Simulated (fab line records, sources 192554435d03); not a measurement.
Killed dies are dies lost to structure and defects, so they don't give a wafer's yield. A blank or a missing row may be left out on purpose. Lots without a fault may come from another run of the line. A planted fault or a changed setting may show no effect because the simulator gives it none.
fab line records | flow n5_finfet
record lots=7 wafers=39
route steps=1938 shown FIN_SAQP@125 SD_EPI_N@279 SDB@373 MOL_CONTACT_COAG@542 BEOL_M0_SAQP@672 BEOL_M1@816 BEOL_M3@993 BEOL_M4@1070 BEOL_M6@1251 BEOL_M9@1443 BEOL_M11@1578 BEOL_M13@1696 MIM_TOP_ETCH@1853 PASSIVATION@1936
start_h: hours from the record's first day to the start of the lot's first wafer shown | wait_h: hours since the lot's step before | " the same as in the row above | L1.1+2: a row that stands for several wafers | - no value, or no start given | * or withheld: withheld | < > ~ a bound
route shown NAME@n: a module of which the file shows steps, and the number in the route of the first | usual: mean/standard deviation of fault-free wafers | same: alike in all rows | chamber/n: place in a boat | sites: the reading at each site | _std_site: their standard deviation | _edge_site: outer sites' mean less inner sites' | radius_mm: how far each site lies from the wafer's centre | mask NAME#n: copy n | behind: the tool/chamber that last shaped the wafer | hold: why the lot was held/for how many hours/how that ended | device: the transistor (n, p or np) that didn't switch | end of line: the same wafers' tests at the end of the route | a step without rows: its recipe alone | killed: dies lost to structure and defects at the first sort, not the wafer's yield | map: a wafer's dies, x killed, . not, _ none there
set.NAME: the setting as run; set.NAME@STEP: as run at that earlier step | model.NAME: the simulator's own value behind a step, which no gauge read
lots whose settings were changed on purpose; a table a step, a row a wafer
## steps
# step N5_FIN_SAQP_SPACER1_ALD_24
# recipe material=SiO2 target_thk_a=203 temp_c=300 ald_precursor_family=BDEAS ald_co_reactant=O2-plasma pulse_time_s=1 purge_time_s=2 co_reactant_purge_time_s=2 ald_cycles=218 pressure_torr=2
# step N5_SD_EPI_N_ETCH_16
# recipe chemistry=CHF3/O2 target=SiO2 target_depth_a=50 mask_material=SOC pressure_mtorr=30 source_w=650 bias_w=170 Ar_flow_sccm=200 CHF3_flow_sccm=50 O2_flow_sccm=5 ion_energy_ev=200
# step N5_SDB_ALD_29
# recipe material=SiNx target_thk_a=300 temp_c=400 ald_precursor_family=SiH2I2 ald_co_reactant=N2/H2-plasma pulse_time_s=1 ald_cycles=600 purge_time_s=2 co_reactant_purge_time_s=2 pressure_torr=2
# step N5_MOL_CONTACT_COAG_PRECLEAN_111
# recipe chemistry=NF3:NH3 afs_cycles=1 temp_c=30 time_s=20 sublimation_temp_c=180 sublimation_time_s=60 pressure_torr=3 rf_power_w=30
# step N5_BEOL_M0_SAQP_ETCH_106
# recipe chemistry=N2/H2 target=SOC target_depth_a=1500 stop_on=SiNx ion_energy_ev=100 bias_w=61 pressure_mtorr=30 source_w=850 n2_flow_sccm=200 h2_flow_sccm=200
# step N5_BEOL_M1_SPUTTER_79
# recipe material=Cu target_thk_a=45 temp_c=-20 chamber_pressure_pa=0.07 power_w=withheld time_s=8.29
# step N5_BEOL_M3_CVD_47
# recipe material=Co target_thk_a=30 temp_c=withheld precursor=CCTBA/H2 pressure_torr=30 time_s=223.8
# step N5_BEOL_M4_TRENCH_ETCH_37
# recipe chemistry=C4F6/O2 target_depth_a=555.55 target=SiOC time_s=29.2 ion_energy_ev=250 pressure_mtorr=30 source_w=355 bias_w=185 Ar_flow_sccm=300 C4F6_flow_sccm=10 O2_flow_sccm=10
# step N5_BEOL_M6_ALD_77
# recipe material=TaN target_thk_a=20 temp_c=275 ald_precursor_family=PDMAT ald_co_reactant=NH3 pressure_torr=3 carrier_flow_sccm=1500 pulse_time_s=2 purge_time_s=3 co_reactant_purge_time_s=2 co_reactant_pulse_time_s=3 ald_cycles=40 precursor_vessel_temp_c=75 precursor_vessel_pressure_torr=26.25 precursor_vessel_carrier_sccm=1000
# step N5_BEOL_M9_VIA_ETCH_34
# recipe chemistry=C4F6/O2 target=SiCOH_lowk target_depth_a=1824 mask_material=SOC taper_deg=4 time_s=68.4 ion_energy_ev=250 pressure_mtorr=30 source_w=345 bias_w=185 Ar_flow_sccm=300 C4F6_flow_sccm=10 O2_flow_sccm=10
# step N5_BEOL_M11_TRENCH_ETCH_37
# recipe chemistry=C4F6/O2 target_depth_a=1488.3 target=SiCOH_lowk time_s=48 ion_energy_ev=250 pressure_mtorr=30 source_w=345 bias_w=185 Ar_flow_sccm=300 C4F6_flow_sccm=10 O2_flow_sccm=10
# step N5_BEOL_M13_TRENCH_ETCH_34
# recipe chemistry=C4F8/O2/Ar target=SiOC target_depth_a=4134.7 mask_material=SOC pressure_mtorr=30 source_w=3000 bias_w=700 Ar_flow_sccm=400 C4F8_flow_sccm=15 O2_flow_sccm=8 he_inner_torr=15 he_outer_torr=30 time_s=162.6 ion_energy_ev=250
# step N5_MIM_TOP_ETCH_PECVD_03
# recipe material=SiNx target_thk_a=200 temp_c=400 precursor=SiH4/NH3/N2 pressure_torr=1.5 rf_w=300 time_s=17.6
# step N5_PASSIVATION_PROBE_49
# usual killed_at_front_end=41/11
# columns lot.wafer tool chamber start_h wait_h set.ald_cycles@FIN_SAQP_SPACER1_ALD_24 set.target_depth_a@SD_EPI_N_ETCH_16 set.ald_cycles@SDB_ALD_29 set.time_s@MOL_CONTACT_COAG_PRECLEAN_111 set.target_depth_a@BEOL_M0_SAQP_ETCH_106 set.target_thk_a@BEOL_M1_SPUTTER_79 set.target_thk_a@BEOL_M3_CVD_47 set.time_s@BEOL_M4_TRENCH_ETCH_37 set.co_reactant_pulse_time_s@BEOL_M6_ALD_77 set.target_depth_a@BEOL_M9_VIA_ETCH_34 set.time_s@BEOL_M11_TRENCH_ETCH_37 set.time_s@BEOL_M13_TRENCH_ETCH_34 set.time_s@MIM_TOP_ETCH_PECVD_03 killed_at_front_end
L075.1 prober-02 - 273.06 0.0 218 50 600 20 1500 55.22 24.05 36.1 3 2563 20.3 131 17.6 48
L075.2 prober-02 - 273.11 0.1 94 50 600 9.85 1500 45 24.05 29.2 3 1824 48 131 17.6 1132
L075.3 prober-02 - 273.16 0.1 94 50 600 20 1500 45 30 29.2 3 1824 20.3 131 23.91 1125
L075.4 prober-02 - 273.21 0.2 94 65.2 600 20 1500 55.22 30 29.2 3 2563 20.3 162.6 23.91 1128
L075.5 prober-02 - 273.26 0.2 218 65.2 600 9.85 1500 55.22 30 36.1 3 1824 48 162.6 23.91 51
L075.6 prober-02 - 273.31 0.3 218 65.2 600 9.85 1500 45 24.05 36.1 3 2563 48 162.6 17.6 47
L078.1 prober-02 - 293.44 0.0 218 75.01 600 8.08 1500 33.33 47.07 43.38 3 1308 60.42 251.4 17.6 50
L078.2 prober-02 - 293.49 0.1 218 75.01 600 20 1500 33.33 30 43.38 2.084 1824 48 162.6 17.6 28
L078.3 prober-02 - 293.54 0.1 218 50 433 8.08 1500 33.33 30 29.2 3 1308 48 251.4 17.6 39
L078.4 prober-02 - 293.59 0.2 218 50 433 8.08 1500 45 47.07 29.2 2.084 1824 60.42 251.4 17.6 26
L078.5 prober-02 - 293.64 0.2 218 50 600 20 1500 45 47.07 29.2 2.084 1308 48 162.6 17.6 41
L078.6 prober-02 - 293.69 0.3 218 75.01 433 20 1500 45 30 43.38 3 1824 60.42 162.6 17.6 29
L085.1 prober-02 - 324.62 0.0 119 39.73 600 31.81 1500 45 30 13.12 2.361 1824 48 68.31 17.6 1120
L085.2 prober-02 - 324.67 0.1 218 39.73 600 20 1500 45 30 29.2 3 2163 48 68.31 17.6 50
L085.3 prober-02 - 324.72 0.1 119 50 600 31.81 1500 45 30 29.2 2.361 2163 62.67 162.6 17.6 1116
L085.4 prober-02 - 324.77 0.2 218 39.73 600 31.81 1500 45 16.73 13.12 3 2163 62.67 162.6 17.6 37
L085.5 prober-02 - 324.82 0.2 119 50 600 20 1500 45 16.73 13.12 3 1824 62.67 68.31 17.6 1117
L085.6 prober-02 - 324.87 0.3 218 50 600 20 1500 45 16.73 29.2 2.361 1824 48 162.6 17.6 35
L090.1 prober-02 - 351.56 0.0 218 75.07 600 20 1500 45 22.33 29.2 3.96 1824 55.43 162.6 17.6 27
L090.2 prober-02 - 351.61 0.1 218 75.07 799 14.84 611.7 45 22.33 29.2 3 1178 55.43 162.6 17.6 42
L090.3 prober-02 - 351.66 0.1 218 50 799 14.84 1500 45 30 29.2 3 1178 48 162.6 17.6 20
L090.4 prober-02 - 351.71 0.2 218 50 799 20 611.7 45 30 44.05 3 1824 48 162.6 17.6 42
L090.5 prober-02 - 351.76 0.2 218 75.07 600 20 611.7 45 30 44.05 3.96 1178 55.43 162.6 17.6 30
L090.6 prober-02 - 351.81 0.3 218 50 600 14.84 1500 45 22.33 44.05 3.96 1824 48 162.6 17.6 51
L087.2 prober-01 - 352.70 0.1 218 50 600 20 1500 45 30 29.2 3 1824 48 162.6 17.6 46
L087.4 prober-01 - 352.80 0.2 218 50 600 20 1500 45 30 29.2 3 1824 48 162.6 17.6 56
L087.6 prober-01 - 352.90 0.3 218 50 600 20 1500 45 30 29.2 3 1824 48 162.6 17.6 56
L091.1 prober-02 - 353.23 0.0 99 62.63 600 30.77 1500 45 30 44.8 1.476 2383 48 162.6 9.659 1113
L091.2 prober-02 - 353.28 0.1 218 50 600 30.77 1500 45 30 29.2 3 1824 48 162.6 17.6 49
L091.3 prober-02 - 353.33 0.1 218 62.63 600 20 1500 45 30 44.8 3 1824 40.31 220.1 9.659 38
L091.4 prober-02 - 353.38 0.2 218 50 600 20 1500 57.82 30 29.2 1.476 1824 40.31 162.6 9.659 39
L091.5 prober-02 - 353.43 0.2 99 62.63 600 30.77 1500 57.82 30 29.2 3 2383 48 220.1 17.6 1125
L091.6 prober-02 - 353.48 0.3 99 50 600 20 1500 57.82 30 44.8 1.476 2383 40.31 220.1 17.6 1130
L093.1 prober-02 - 406.72 0.0 218 41.6 600 16.24 1120 54.21 18.81 29.2 4.686 1824 48 162.6 20.32 29
L093.2 prober-02 - 406.77 0.1 218 41.6 474 20 1120 45 18.81 29.2 3 1824 48 78.6 17.6 26
L093.3 prober-02 - 406.82 0.1 218 41.6 600 20 1500 45 30 29.2 4.686 1824 48 162.6 20.32 35
L093.4 prober-02 - 406.87 0.2 218 50 600 16.24 1500 54.21 30 29.2 3 1824 48 162.6 17.6 28
L093.5 prober-02 - 406.92 0.2 218 50 474 20 1120 54.21 30 29.2 4.686 1824 48 78.6 17.6 25
L093.6 prober-02 - 406.97 0.3 218 50 474 16.24 1500 45 18.81 29.2 3 1824 48 78.6 20.32 31
# killed by level:class
L075.1 BEOL_M11:area_etch=1073 FIN_SAQP:geometric_particle:short=10 GATE_CUT:geometric_particle:short=9 MOL_CONTACT_COAG:geometric_particle:open=8 DUMMY_GATE:geometric_particle:open=7 FIN_SAQP:geometric_particle:open=6 BEOL_M3:geometric_particle:open=6 BEOL_M4:geometric_particle:open=6
L075.2 FIN_SAQP:area_ald=1095 BEOL_M1:geometric_particle:short=11 FIN_SAQP:geometric_particle:open=8 BEOL_M3:geometric_particle:open=8 FIN_SAQP:geometric_particle:short=6 BEOL_M3:geometric_particle:short=6 MOL_CONTACT_COAG:geometric_particle:short=4 STI_FIN_REVEAL:geometric_particle:open=4
L075.3 FIN_SAQP:area_ald=1083 BEOL_M3:geometric_particle:open=12 GATE_CUT:geometric_particle:short=11 BEOL_M1:geometric_particle:open=11 MOL_CONTACT_COAG:geometric_particle:open=8 BEOL_M4:geometric_particle:open=7 FIN_SAQP:geometric_particle:open=4 STI_FIN_REVEAL:geometric_particle:open=4
L075.4 FIN_SAQP:area_ald=1089 BEOL_M4:geometric_particle:open=11 BEOL_M1:geometric_particle:open=8 BEOL_M3:geometric_particle:open=8 FIN_SAQP:geometric_particle:short=7 STI_FIN_REVEAL:geometric_particle:open=6 MOL_CONTACT_COAG:geometric_particle:open=5 FIN_SAQP:geometric_particle:open=4
L075.5 MIM_TOP_ETCH:area_pecvd=1063 FIN_SAQP:geometric_particle:open=14 FIN_SAQP:geometric_particle:short=11 BEOL_M3:geometric_particle:open=9 MOL_CONTACT_COAG:geometric_particle:open=8 BEOL_M0:geometric_particle:short=7 STI_FIN_REVEAL:geometric_particle:open=6 DUMMY_GATE:geometric_particle:open=6
L075.6 MOL_CONTACT_COAG:geometric_particle:open=16 FIN_SAQP:geometric_particle:short=11 STI_FIN_REVEAL:geometric_particle:open=11 BEOL_M3:geometric_particle:open=10 FIN_SAQP:geometric_particle:open=7 MOL_CONTACT_COAG:geometric_particle:short=6 GATE_CUT:geometric_particle:short=5 BEOL_M1:geometric_particle:open=5
L078.1 BEOL_M9:area_etch=1065 MOL_CONTACT_COAG:geometric_particle:open=15 BEOL_M0_SAQP:geometric_particle:open=11 STI_FIN_REVEAL:geometric_particle:open=9 BEOL_M0_SAQP:geometric_particle:short=9 FIN_SAQP:geometric_particle:open=7 GATE_CUT:geometric_particle:short=7 FIN_SAQP:geometric_particle:short=5
L078.2 BEOL_M0_SAQP:geometric_particle:open=11 MOL_CONTACT_COAG:geometric_particle:open=8 BEOL_M0_SAQP:geometric_particle:short=6 BEOL_M2:geometric_particle:open=5 GATE_CUT:geometric_particle:short=4 PASS1_CAP:geometric_particle:open=4 FIN_SAQP:geometric_particle:short=3 STI_FIN_REVEAL:geometric_particle:open=3
L078.3 BEOL_M9:area_etch=1093 FIN_SAQP:geometric_particle:short=10 STI_FIN_REVEAL:geometric_particle:open=9 FIN_SAQP:geometric_particle:open=8 BEOL_M0_SAQP:geometric_particle:short=7 MOL_CONTACT_COAG:geometric_particle:open=6 BEOL_M0_SAQP:geometric_particle:open=5 BEOL_M2:geometric_particle:open=5
L078.4 BEOL_M3:area_ecd=30 MOL_CONTACT_COAG:geometric_particle:open=14 FIN_SAQP:geometric_particle:short=8 BEOL_M5:geometric_particle:open=8 BEOL_M2:geometric_particle:open=7 BEOL_M0_SAQP:geometric_particle:short=6 BEOL_M3:geometric_particle:short=6 BEOL_M0:geometric_particle:open=5
L078.5 BEOL_M9:area_etch=1060 FIN_SAQP:geometric_particle:open=12 BEOL_M0_SAQP:geometric_particle:short=12 BEOL_M2:geometric_particle:open=10 GATE_CUT:geometric_particle:short=8 BEOL_M0:geometric_particle:open=7 BEOL_M4:geometric_particle:open=7 BEOL_M0_SAQP:geometric_particle:open=6
L078.6 MOL_CONTACT_COAG:geometric_particle:open=13 STI_FIN_REVEAL:geometric_particle:open=9 BEOL_M0:geometric_particle:open=8 DUMMY_GATE:geometric_particle:open=6 BEOL_M0_SAQP:geometric_particle:short=6 FIN_SAQP:geometric_particle:open=5 BEOL_M0_SAQP:geometric_particle:open=4 BEOL_M3:geometric_particle:open=4
L085.1 FIN_SAQP:area_ald=1068 FIN_SAQP:geometric_particle:short=12 STI_FIN_REVEAL:geometric_particle:open=12 MOL_CONTACT_COAG:geometric_particle:open=11 BEOL_M0_SAQP:geometric_particle:open=9 FIN_SAQP:geometric_particle:open=7 BEOL_M0_SAQP:geometric_particle:short=7 BEOL_M4:geometric_particle:open=6
L085.2 BEOL_M13:area_ecd=453 FIN_SAQP:geometric_particle:short=11 MOL_CONTACT_COAG:geometric_particle:open=11 STI_FIN_REVEAL:geometric_particle:open=9 FIN_SAQP:geometric_particle:open=8 BEOL_M0_SAQP:geometric_particle:open=6 GATE_CUT:geometric_particle:open=5 STARTING-WAFER:geometric_particle:short=5
L085.3 FIN_SAQP:area_ald=1067 MOL_CONTACT_COAG:geometric_particle:open=15 STI_FIN_REVEAL:geometric_particle:open=11 FIN_SAQP:geometric_particle:open=8 MOL_CONTACT_COAG:geometric_particle:short=8 BEOL_M0_SAQP:geometric_particle:short=7 GATE_CUT:geometric_particle:open=7 BEOL_M4:geometric_particle:open=5
L085.4 BEOL_M4:area_ecd=1075 MOL_CONTACT_COAG:geometric_particle:open=17 BEOL_M0_SAQP:geometric_particle:short=9 FIN_SAQP:geometric_particle:open=8 STI_FIN_REVEAL:geometric_particle:open=6 BEOL_M3:geometric_particle:open=6 BEOL_M4:geometric_particle:open=6 GATE_CUT:geometric_particle:short=5
L085.5 FIN_SAQP:area_ald=1088 BEOL_M0_SAQP:geometric_particle:open=13 BEOL_M0_SAQP:geometric_particle:short=10 BEOL_M4:geometric_particle:open=9 MOL_CONTACT_COAG:geometric_particle:open=7 FIN_SAQP:geometric_particle:open=6 STI_FIN_REVEAL:geometric_particle:open=6 FIN_SAQP:geometric_particle:short=4
L085.6 BEOL_M0_SAQP:geometric_particle:short=15 STI_FIN_REVEAL:geometric_particle:open=11 MOL_CONTACT_COAG:geometric_particle:open=9 BEOL_M0_SAQP:geometric_particle:open=6 BEOL_M3:geometric_particle:open=6 GATE_CUT:geometric_particle:open=5 BEOL_M1:geometric_particle:open=5 BEOL_M2:geometric_particle:open=5
L090.1 MOL_CONTACT_COAG:geometric_particle:open=16 MIM_TOP:geometric_particle:open=7 FIN_SAQP:geometric_particle:open=6 FIN_SAQP:geometric_particle:short=6 BEOL_M2:geometric_particle:open=6 BEOL_M4:geometric_particle:open=6 BEOL_M1:geometric_particle:open=5 BEOL_M3:geometric_particle:open=5
L090.2 BEOL_M9:area_etch=1051 MOL_CONTACT_COAG:geometric_particle:open=21 FIN_SAQP:geometric_particle:open=11 STI_FIN_REVEAL:geometric_particle:open=11 BEOL_M4:geometric_particle:open=11 FIN_SAQP:geometric_particle:short=6 MOL_CONTACT_COAG:geometric_particle:short=6 BEOL_M3:geometric_particle:open=6
L090.3 BEOL_M9:area_etch=1075 MOL_CONTACT_COAG:geometric_particle:open=16 BEOL_M4:geometric_particle:open=11 BEOL_M0_SAQP:geometric_particle:open=8 BEOL_M3:geometric_particle:open=7 BEOL_M0_SAQP:geometric_particle:short=5 BEOL_M0:geometric_particle:open=5 STARTING-WAFER:geometric_particle:open=5
L090.4 BEOL_M4:geometric_particle:open=11 MOL_CONTACT_COAG:geometric_particle:open=10 BEOL_M3:geometric_particle:open=10 STI_FIN_REVEAL:geometric_particle:open=9 BEOL_M0_SAQP:geometric_particle:short=8 BEOL_M2:geometric_particle:open=7 STARTING-WAFER:geometric_particle:short=7 BEOL_M0:geometric_particle:open=6
L090.5 BEOL_M9:area_etch=1072 MOL_CONTACT_COAG:geometric_particle:open=10 STI_FIN_REVEAL:geometric_particle:open=9 BEOL_M4:geometric_particle:open=9 BEOL_M3:geometric_particle:open=7 BEOL_M0_SAQP:geometric_particle:open=6 BEOL_M0_SAQP:geometric_particle:short=6 BEOL_M1:geometric_particle:open=6
L090.6 MOL_CONTACT_COAG:geometric_particle:open=30 STI_FIN_REVEAL:geometric_particle:open=14 FIN_SAQP:geometric_particle:open=12 BEOL_M4:geometric_particle:open=12 FIN_SAQP:geometric_particle:short=9 MOL_CONTACT_COAG:geometric_particle:short=8 BEOL_M3:geometric_particle:open=8 DUMMY_GATE:geometric_particle:open=6
L087.2 BEOL_M2:geometric_particle:open=19 FIN_SAQP:geometric_particle:open=15 MOL_CONTACT_COAG:geometric_particle:open=11 BEOL_M0_SAQP:geometric_particle:open=11 STI_FIN_REVEAL:geometric_particle:open=8 FIN_SAQP:geometric_particle:short=7 BEOL_M0_SAQP:geometric_particle:short=7 BEOL_M4:geometric_particle:open=4
L087.4 FIN_SAQP:geometric_particle:short=16 FIN_SAQP:geometric_particle:open=14 MOL_CONTACT_COAG:geometric_particle:open=11 STI_FIN_REVEAL:geometric_particle:open=10 BEOL_M0_SAQP:geometric_particle:open=7 BEOL_M2:geometric_particle:open=7 BEOL_M0_SAQP:geometric_particle:short=4 DUMMY_GATE:geometric_particle:short=3
L087.6 STI_FIN_REVEAL:geometric_particle:open=21 MOL_CONTACT_COAG:geometric_particle:open=13 FIN_SAQP:geometric_particle:open=10 MOL_CONTACT_COAG:geometric_particle:short=8 FIN_SAQP:geometric_particle:short=7 BEOL_M2:geometric_particle:open=7 BEOL_M0:geometric_particle:open=5 DUMMY_GATE:geometric_particle:open=4
L091.1 FIN_SAQP:area_ald=1059 FIN_SAQP:geometric_particle:open=18 BEOL_M4:geometric_particle:open=12 BEOL_M2:geometric_particle:open=10 FIN_SAQP:geometric_particle:short=8 BEOL_M2:geometric_particle:short=7 BEOL_M0_SAQP:geometric_particle:open=7 BEOL_M0_SAQP:geometric_particle:short=6
L091.2 FIN_SAQP:geometric_particle:open=16 BEOL_M0_SAQP:geometric_particle:open=9 FIN_SAQP:geometric_particle:short=7 DUMMY_GATE:geometric_particle:open=7 MOL_CONTACT_COAG:geometric_particle:open=4 STI_FIN_REVEAL:geometric_particle:open=4 ILD0:geometric_particle:short=4 BEOL_M0_SAQP:geometric_particle:short=4
L091.3 FIN_SAQP:geometric_particle:open=14 MOL_CONTACT_COAG:geometric_particle:open=8 STI_FIN_REVEAL:geometric_particle:open=7 FIN_SAQP:geometric_particle:short=6 BEOL_M3:geometric_particle:open=6 BEOL_M4:geometric_particle:open=6 BEOL_M0_SAQP:geometric_particle:open=5 BEOL_M1:geometric_particle:open=5
L091.4 STI_FIN_REVEAL:geometric_particle:open=11 FIN_SAQP:geometric_particle:open=10 BEOL_M1:geometric_particle:open=10 BEOL_M0:geometric_particle:open=9 BEOL_M3:geometric_particle:open=8 FIN_SAQP:geometric_particle:short=6 MOL_CONTACT_COAG:geometric_particle:open=6 BEOL_M0_SAQP:geometric_particle:open=5
L091.5 FIN_SAQP:area_ald=1072 STI_FIN_REVEAL:geometric_particle:open=17 MOL_CONTACT_COAG:geometric_particle:open=7 BEOL_M4:geometric_particle:open=7 STARTING-WAFER:geometric_particle:short=7 BEOL_M0_SAQP:geometric_particle:short=6 BEOL_M0_SAQP:geometric_particle:open=6 FIN_SAQP:geometric_particle:open=5
L091.6 FIN_SAQP:area_ald=1089 FIN_SAQP:geometric_particle:open=14 BEOL_M0_SAQP:geometric_particle:short=12 BEOL_M0_SAQP:geometric_particle:open=11 BEOL_M4:geometric_particle:open=9 FIN_SAQP:geometric_particle:short=7 BEOL_M3:geometric_particle:open=7 STI_FIN_REVEAL:geometric_particle:open=6
L093.1 BEOL_M0_SAQP:geometric_particle:open=14 BEOL_M5:geometric_particle:open=11 BEOL_M3:geometric_particle:open=9 STARTING-WAFER:geometric_particle:short=8 STI_FIN_REVEAL:geometric_particle:open=7 BEOL_M0_SAQP:geometric_particle:short=6 BEOL_M1:geometric_particle:open=6 BEOL_M7:geometric_particle:open=6
L093.2 BEOL_M13:area_ecd=119 BEOL_M0_SAQP:geometric_particle:open=13 BEOL_M0_SAQP:geometric_particle:short=11 BEOL_M2:geometric_particle:open=10 BEOL_M5:geometric_particle:open=10 GATE_CUT:geometric_particle:short=9 BEOL_M1:geometric_particle:open=9 BEOL_M3:geometric_particle:open=7
L093.3 BEOL_M3:geometric_particle:open=12 BEOL_M1:geometric_particle:open=8 BEOL_M2:geometric_particle:open=8 BEOL_M0_SAQP:geometric_particle:short=7 BEOL_M4:geometric_particle:open=6 STI_FIN_REVEAL:geometric_particle:open=5 GATE_CUT:geometric_particle:short=5 BEOL_M0_SAQP:geometric_particle:open=5
L093.4 BEOL_M0_SAQP:geometric_particle:short=16 BEOL_M0_SAQP:geometric_particle:open=11 BEOL_M3:geometric_particle:open=8 MOL_CONTACT_COAG:geometric_particle:open=8 BEOL_M5:geometric_particle:open=7 BEOL_M1:geometric_particle:open=6 STI_FIN_REVEAL:geometric_particle:open=5 MOL_CONTACT_COAG:geometric_particle:short=4
L093.5 BEOL_M13:area_ecd=139 BEOL_M0_SAQP:geometric_particle:short=9 STI_FIN_REVEAL:geometric_particle:open=7 MOL_CONTACT_COAG:geometric_particle:open=7 BEOL_M2:geometric_particle:open=6 GATE_CUT:geometric_particle:short=4 BEOL_M1:geometric_particle:open=4 BEOL_M3:geometric_particle:open=4
L093.6 BEOL_M13:area_ecd=137 BEOL_M0_SAQP:geometric_particle:open=12 STI_FIN_REVEAL:geometric_particle:open=8 MOL_CONTACT_COAG:geometric_particle:open=8 BEOL_M1:geometric_particle:open=8 FIN_SAQP:geometric_particle:short=6 BEOL_M0_SAQP:geometric_particle:short=6 BEOL_M2:geometric_particle:open=5
## key
split step=N5_FIN_SAQP_SPACER1_ALD_24 setting=ald_cycles stated_as=218
response step=N5_PASSIVATION_PROBE_49 reading=killed_at_front_end slope=-20.5 per=1% together_with=all explained=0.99
split step=N5_SD_EPI_N_ETCH_16 setting=target_depth_a stated_as=50
response none clear
split step=N5_SDB_ALD_29 setting=ald_cycles stated_as=600
response none clear
split step=N5_MOL_CONTACT_COAG_PRECLEAN_111 setting=time_s stated_as=20
response none clear
split step=N5_BEOL_M0_SAQP_ETCH_106 setting=target_depth_a stated_as=1500
response none clear
split step=N5_BEOL_M1_SPUTTER_79 setting=target_thk_a stated_as=45
response none clear
split step=N5_BEOL_M3_CVD_47 setting=target_thk_a stated_as=30
response none clear
split step=N5_BEOL_M4_TRENCH_ETCH_37 setting=time_s stated_as=29.2
response none clear
split step=N5_BEOL_M6_ALD_77 setting=co_reactant_pulse_time_s stated_as=3
response none clear
split step=N5_BEOL_M9_VIA_ETCH_34 setting=target_depth_a stated_as=1824
response none clear
split step=N5_BEOL_M11_TRENCH_ETCH_37 setting=time_s stated_as=48
response none clear
split step=N5_BEOL_M13_TRENCH_ETCH_34 setting=time_s stated_as=162.6
response none clear
split step=N5_MIM_TOP_ETCH_PECVD_03 setting=time_s stated_as=17.6
response none clear
